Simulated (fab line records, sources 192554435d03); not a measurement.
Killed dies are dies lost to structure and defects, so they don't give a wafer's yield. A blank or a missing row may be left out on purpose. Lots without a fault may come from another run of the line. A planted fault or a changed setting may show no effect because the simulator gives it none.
Chamber matching | flow n5_finfet | N5_BEOL_M7_ETCH_66 on rie_diel-05: 4 sister chambers
The step etches SOC in N2/H2, target depth 80 nm, overetch 16 nm, time 120 s. 8 wafers are shown with their chamber, then 8 later ones without.

WAFERS WITH THEIR CHAMBER
wafer  | chamber | throttle_valve_pct (%) | drypump_motor_current_A (A)
L076.1 | 3       | 18.14                  | 5.96
L077.5 | 0       | 18.10                  | 5.52
L078.1 | 3       | 18.16                  | 5.97
L078.2 | 2       | 17.67                  | 5.32
L081.1 | 0       | 18.12                  | 5.49
L081.4 | 2       | 17.67                  | 5.33
L081.6 | 1       | 17.79                  | 5.75
L085.3 | 1       | 17.80                  | 5.75

WAFERS WITHOUT THEIR CHAMBER
wafer  | throttle_valve_pct (%) | drypump_motor_current_A (A)
L085.4 | 17.69                  | 5.33
L085.5 | 18.17                  | 5.92
L088.1 | 17.68                  | 5.32
L088.3 | 17.81                  | 5.77
L088.4 | 18.18                  | 5.95
L090.1 | 18.15                  | 5.54
L090.2 | 18.18                  | 6.00
L090.4 | 17.82                  | 5.76

WHICH CHAMBER EACH WENT THROUGH
wafer  | from the rows above | in truth
L085.4 | 2                   | 2
L085.5 | 3                   | 3
L088.1 | 2                   | 2
L088.3 | 1                   | 1
L088.4 | 3                   | 3
L090.1 | 0                   | 0
L090.2 | 3                   | 3
L090.4 | 1                   | 1
Placed correctly: 8 of 8. Can't be placed from these rows: 0. Placed wrongly: 0.
How it was worked out, from the rows above alone: a wafer's distance from a chamber is the root of the sum, over the readings, of the square of ((its reading less the chamber's mean) divided by the reading's scatter). The wafer belongs to the nearest chamber; if the next one is less than 2 further off, it can't be placed. A chamber's mean is the mean of its shown wafers. The scatter: the root of (the sum of the squares of (reading less its chamber's mean) over the shown wafers, divided by (wafers less chambers)).
